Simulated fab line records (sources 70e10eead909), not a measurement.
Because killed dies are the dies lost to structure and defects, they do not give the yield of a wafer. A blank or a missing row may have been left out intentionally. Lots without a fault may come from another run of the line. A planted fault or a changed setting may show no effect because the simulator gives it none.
Code-filled problem report in 8D (eight disciplines) form || flow nandHarc || the parts of the form that need people (team, actions taken, sign-off) are left out

1. WHAT IS WRONG
At NHARC_P_GATE_INSPECT_28, rawDefectCount averages 586.6 over 9 wafers from 3 lots, while fault-free wafers read 6.4, standard deviation 2.9. That is +99 or more standard deviations from the usual mean.
The first sign was on wafer L662.2 at day 10 05:20, on defectInspect-02. At this step, 33 wafers from 11 lots have a number in the record. The rule behind "out" and "out of limits": a value lying over 4 standard deviations away from the usual mean. All remaining wafers that have a number are taken as sound.

2. WHAT IT IS; WHAT IT IS NOT
{"question": "which readings at this step", "is": "rawDefectCount", "is not": "-"}
{"question": "which lots", "is": "L662, L664, L665", "is not": "L650, L652, L653, L666, L669, L671, L672, L673"}
{"question": "which wafers of those lots", "is": "all that have a number", "is not": "-"}
{"question": "read on which gauges", "is": "defectInspect-01, defectInspect-02", "is not": "-"}
{"question": "when", "is": "from day 10 05:20", "is not": "up to then (9 sound wafers); but 15 sound wafers of L666, L669, L671, L672, L673 came after"}

3. WHAT RULES OUT EACH SUSPECT
Counting: a tool at any process step up to the reading remains a suspect when it ran all the lots that are out and ran no sound lot after the first of those.
- the gauge at NHARC_P_GATE_INSPECT_28 is ruled out. 2 gauges (defectInspect-01, defectInspect-02) read the wafers that are out.
- lpcvdPoly-01 at NHARC_P_GATE_CVD_17 (deposits poly-Si, target thk 150 nm, time 900 s): ruled out as a lasting fault. After its first lot that is out, L662 (day 9 22:39), sound lots L671, L672, L673 ran on it.
Left after counting: nothing in the record.

4. THE CAUSE (what the simulator had put in)
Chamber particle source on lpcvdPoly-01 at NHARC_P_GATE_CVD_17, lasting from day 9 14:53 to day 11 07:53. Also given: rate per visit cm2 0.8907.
The count ruled it out by mistake, since the rule takes a fault to strike every lot its tool runs from the start of the fault on, and this one did not do so.

5. THE EFFECT CHAIN, in route order
Each row: a reading where the mean over the struck wafers with a number is more than 3 standard deviations away from the usual. Only readings whose record carries a usual standard deviation are examined. hours: median over the lots of the time between each lot's start at the first step of this table that gives one and its start at this step. sigmas: the change, counted in usual standard deviations.
{"hours": 0, "step": "NHARC_P_GATE_INSPECT_28", "reading": "rawDefectCount", "usual": 6.4, "on struck wafers": 586.6, "change": "+580.2", "sigmas": "+99 or more"}
{"hours": 18, "step": "NHARC_P_GATE_INSPECT_68", "reading": "rawDefectCount", "usual": 199, "on struck wafers": 802, "change": "+603", "sigmas": "+9.4"}
{"hours": 488, "step": "NHARC_END_SORT_01", "reading": "killedAtPeriphery", "usual": 4, "on struck wafers": 90, "change": "+86", "sigmas": "+28"}
{"hours": 488, "step": "NHARC_END_SORT_01", "reading": "killedDies", "usual": 61, "on struck wafers": 148, "change": "+87", "sigmas": "+4.6"}

6. WHAT WOULD HAVE CAUGHT IT SOONER
14 hours passed between the start of the fault at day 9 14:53 and the first reading out of limits at a measuring or inspecting step in this record, taken at day 10 05:20.
No tool reading at NHARC_P_GATE_CVD_17 that has a usual standard deviation in the record was out on any struck wafer, so an alarm limit of 4 standard deviations on those readings would not have fired.
